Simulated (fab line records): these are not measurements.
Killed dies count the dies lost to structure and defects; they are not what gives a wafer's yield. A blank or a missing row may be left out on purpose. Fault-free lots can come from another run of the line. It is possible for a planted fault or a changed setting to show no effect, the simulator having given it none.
Which of the tools did it? | flow nand harc | 11 lots, 33 wafers sampled, at 4 steps of a route of 1302

== WHAT THE GAUGES READ, wafer by wafer ==
NHARC_P_START_INSPECT_01. Usual: raw defect count 3.7, standard deviation 2.1.
lot  | measured     | on                | raw defect count | flag
L319 | day 2 06:02  | defect inspect-02 | 6 3 5            |
L320 | day 2 16:03  | defect inspect-01 | 3 7 3            |
L327 | day 5 14:02  | defect inspect-01 | 3 2 6            |
L330 | day 6 20:02  | defect inspect-01 | 3 2 2            |
L331 | day 7 06:02  | defect inspect-01 | 4 2 5            |
L334 | day 8 12:02  | defect inspect-02 | 1 3 0            |
L336 | day 9 08:02  | defect inspect-02 | 2 4 4            |
L338 | day 10 04:02 | defect inspect-01 | 2 3 5            |
L339 | day 10 14:02 | defect inspect-01 | 4 1 5            |
L340 | day 11 00:03 | defect inspect-01 | 3 1 6            |
L341 | day 11 10:02 | defect inspect-01 | 6 2 0            |

NHARC_P_STI_OCD_MEAS_17. Usual: trench depth nm 302 nm, standard deviation 5.2; trench foot cd nm 156.9 nm, standard deviation 2.5.
lot  | measured     | on     | trench depth nm (nm) | trench foot cd nm (nm) | flag
L319 | day 3 07:38  | ocd-02 | 303 300 299          | 158.1 153.9 154.7      |
L320 | day 3 18:47  | ocd-01 | 295 294 301          | 155.7 156.4 158.3      |
L327 | day 6 16:40  | ocd-02 | 307 430 300          | 156.9 139.3 160.0      | OFF
L330 | day 7 19:13  | ocd-02 | 419 418 306          | 138.4 140.3 157.6      | OFF
L331 | day 8 05:44  | ocd-02 | 301 304 299          | 155.7 156.3 152.2      |
L334 | day 9 12:19  | ocd-02 | 305 306 303          | 158.8 160.0 156.2      |
L336 | day 10 10:41 | ocd-01 | 296 299 301          | 153.7 158.8 155.3      |
L338 | day 11 05:39 | ocd-02 | 303 305 309          | 158.2 159.9 159.4      |
L339 | day 11 14:16 | ocd-02 | 301 306 312          | 161.1 158.1 156.1      |
L340 | day 12 01:32 | ocd-02 | 307 299 304          | 155.9 162.6 155.4      |
L341 | day 12 12:33 | ocd-02 | 300 311 305          | 158.2 157.2 156.1      |

== WHICH TOOL RAN EACH LOT (tool, then ch and the chambers of the sampled wafers, then the start) ==
lot  | NHARC_P_ZERO_WELL_DESCUM_13        | NHARC_P_STI_ETCH_15
L319 | rie diel-04 ch 1,3, day 2 07:32    | rie si-04 ch 2,3, day 3 07:22
L320 | rie diel-08 ch 0,2,3, day 2 19:44  | rie si-05 ch 2,3, day 3 18:32
L327 | rie diel-11 ch 0,2,3, day 5 15:22  | rie si-04 ch 0,1,3, day 6 16:26
L330 | rie diel-04 ch 1,3, day 6 21:17    | rie si-04 ch 0,2,3, day 7 18:59
L331 | rie diel-08 ch 1,2,3, day 7 07:24  | rie si-01 ch 2,3, day 8 05:29
L334 | rie diel-08 ch 2,3, day 8 13:25    | rie si-01 ch 1,2, day 9 12:04
L336 | rie diel-04 ch 2,3, day 9 09:25    | rie si-05 ch 1,2,3, day 10 10:29
L338 | rie diel-04 ch 0,2,3, day 10 05:25 | rie si-04 ch 1,2,3, day 11 05:24
L339 | rie diel-08 ch 0,1, day 10 15:16   | rie si-01 ch 1,2,3, day 11 14:01
L340 | rie diel-11 ch 0,1,2, day 11 01:25 | rie si-04 ch 1,2,3, day 12 01:19
L341 | rie diel-08 ch 0,1,2, day 11 11:25 | rie si-01 ch 0,1, day 12 12:18
- NHARC_P_ZERO_WELL_DESCUM_13: chemistry O2, time 3 s.
- NHARC_P_STI_ETCH_15: etches the open film in HBr/Cl2, target depth 300 nm, time 100.1 s.

== AS READ BY THE TOOLS THEMSELVES (means over the sampled wafers that have a number; for cases with no such wafer, the mark the record gives instead) ==
NHARC_P_ZERO_WELL_DESCUM_13. Usual: drypump motor current A 5.9 A, standard deviation 0.5; oes product au 1.001 a.u., standard deviation 0.0092; rf vpp V 57.7 V, standard deviation 0.92; showerhead plenum p Torr 1.89 Torr, standard deviation 0.046; throttle valve pct 11.312 %, standard deviation 0.0086.
lot  | tool        | drypump motor current A (A) | oes product au (a.u.) | rf vpp V (V) | showerhead plenum p Torr (Torr) | throttle valve pct (%) | flag
L319 | rie diel-04 | 5.8                         | 1.014                 | 56.8         | 1.90                            | 11.311                 |
L320 | rie diel-08 | 5.8                         | 1.004                 | 58.3         | 1.91                            | 11.315                 |
L327 | rie diel-11 | 5.9                         | 0.997                 | 58.4         | 1.90                            | 11.307                 |
L330 | rie diel-04 | 5.7                         | 1.017                 | 57.3         | 1.89                            | 11.309                 |
L331 | rie diel-08 | 5.6                         | 1.000                 | 57.6         | 1.89                            | 11.311                 |
L334 | rie diel-08 | 6.0                         | 0.999                 | 57.9         | 1.89                            | 11.315                 |
L336 | rie diel-04 | 6.3                         | 1.004                 | 57.0         | 1.84                            | 11.315                 |
L338 | rie diel-04 | 6.2                         | 0.995                 | 58.0         | 1.86                            | 11.305                 |
L339 | rie diel-08 | 5.0                         | 1.000                 | 58.1         | 1.91                            | 11.312                 |
L340 | rie diel-11 | 5.9                         | 1.002                 | 56.5         | 1.89                            | 11.311                 |
L341 | rie diel-08 | 5.4                         | 1.003                 | 57.4         | 1.91                            | 11.318                 |

NHARC_P_STI_ETCH_15. Usual: drypump motor current A 5.8 A, standard deviation 0.48; oes product au 1.002 a.u., standard deviation 0.012; throttle valve pct 26.405 %, standard deviation 0.0093.
lot  | tool      | drypump motor current A (A) | oes product au (a.u.) | throttle valve pct (%) | flag
L319 | rie si-04 | 5.6                         | 1.003                 | 26.407                 |
L320 | rie si-05 | 5.7                         | 0.992                 | 26.410                 |
L327 | rie si-04 | 5.6                         | 1.094                 | 26.404                 | OFF
L330 | rie si-04 | 5.6                         | 1.167                 | 26.405                 | OFF
L331 | rie si-01 | 5.2                         | 1.002                 | 26.412                 |
L334 | rie si-01 | 5.6                         | 1.011                 | 26.411                 |
L336 | rie si-05 | 6.0                         | 0.998                 | 26.404                 |
L338 | rie si-04 | 5.9                         | 1.006                 | 26.404                 |
L339 | rie si-01 | 5.4                         | 1.008                 | 26.409                 |
L340 | rie si-04 | 5.9                         | 1.011                 | 26.404                 |
L341 | rie si-01 | 5.7                         | 1.012                 | 26.397                 |

== THE ANSWER, worked out from the rows above alone ==
Rule: a lot counts as off when the mean over its wafers that have a number is more than 3 standard deviations away from the usual mean. A lot without any number at a reading at which 4 lots or more have one is off too. Any other lot the step has rows for is counted as sound. The gauges are gone through in route order, then the tools' own readings, and for those a lot's mean is taken as printed above. At the first step where some lot is off, the reading lying furthest off is the one used; lots without a number count as furthest.
Off at NHARC_P_STI_OCD_MEAS_17 (trench depth nm): L327, L330.
A tool fits if, at a process step before that reading, it ran every lot that is off, and no sound lot after the first of them. The gauges at NHARC_P_STI_OCD_MEAS_17 aren't tried: what is off there is off at NHARC_P_STI_ETCH_15 too, on other tools, and a gauge's error can't cause that. Not one of the candidates tried fits.

== WHAT WAS PUT IN BY THE SIMULATOR ==
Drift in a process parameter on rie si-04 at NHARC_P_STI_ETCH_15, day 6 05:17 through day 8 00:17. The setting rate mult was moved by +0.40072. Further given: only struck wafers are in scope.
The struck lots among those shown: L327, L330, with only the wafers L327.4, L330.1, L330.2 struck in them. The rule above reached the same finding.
